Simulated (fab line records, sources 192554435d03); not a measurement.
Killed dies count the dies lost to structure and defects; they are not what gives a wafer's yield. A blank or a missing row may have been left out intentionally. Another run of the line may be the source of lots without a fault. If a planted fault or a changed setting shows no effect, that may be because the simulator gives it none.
Chamber matching ; flow n5Finfet ; rieDiel-05 running N5_SD_EPI_P_ETCH_37: 4 sister chambers
The step etches SOC in N2/H2, overetch 108 nm, time 486 s. 16 wafers are shown with their chamber, then 8 later ones without.

## WAFERS, EACH WITH ITS CHAMBER
wafer;chamber;drypumpMotorCurrentA (A);throttleValvePct (%);oesProductAu (a.u.)
L080.1;3;5.6;24.19;0.62
L080.3;0;6.2;23.83;0.67
L080.5;0;6.1;23.82;0.66
L081.1;0;6.2;23.85;0.67
L081.4;2;6.1;23.29;0.66
L081.6;0;6.2;23.83;0.67
L082.1;3;5.6;24.20;0.61
L082.4;2;6.0;23.29;0.65
L082.5;0;6.1;23.83;0.67
L086.1;2;6.1;23.30;0.65
L086.4;2;6.0;23.31;0.65
L086.5;1;5.2;23.68;0.82
L087.3;0;6.2;23.86;0.66
L087.4;2;6.1;23.31;0.64
L087.6;1;5.2;23.67;0.82
L089.1;3;5.6;23.95;0.87

SIGNATURES (averages over the wafers above)
reading;chamber 0;chamber 1;chamber 2;chamber 3;scatter within a chamber
drypumpMotorCurrentA;6.167;5.200;6.060;5.600;0.0459
throttleValvePct;23.8367;23.6750;23.3000;24.1133;0.0589
oesProductAu;0.6667;0.8200;0.6500;0.7000;0.0604
Rule: a wafer lies at a distance from a chamber equal to the root of the sum of squares, over the readings, of (its reading less the chamber's mean, divided by the reading's scatter). The wafer belongs to the nearest chamber; if the next one is less than 2 further off, it can't be placed. The scatter: the root of (the sum of the squares of (reading less its chamber's mean) over the shown wafers, divided by (wafers less chambers)).

## WAFERS WHOSE CHAMBER IS MISSING
wafer;drypumpMotorCurrentA (A);throttleValvePct (%);oesProductAu (a.u.)
L089.2;5.2;23.68;0.81
L089.4;6.1;23.85;0.65
L090.1;6.2;23.86;0.66
L090.2;5.2;23.68;0.81
L090.3;6.1;23.31;0.65
L091.1;6.1;23.30;0.65
L091.4;5.2;23.70;0.79
L091.6;6.0;23.32;0.65

## WHICH CHAMBER EACH WENT THROUGH
wafer;from the rows above;in truth
L089.2;1;1
L089.4;0;0
L090.1;0;0
L090.2;1;1
L090.3;2;2
L091.1;2;2
L091.4;1;1
L091.6;2;2
Correct placement for 8 of the 8. Not placeable from these rows: 0. Placed wrongly: 0.
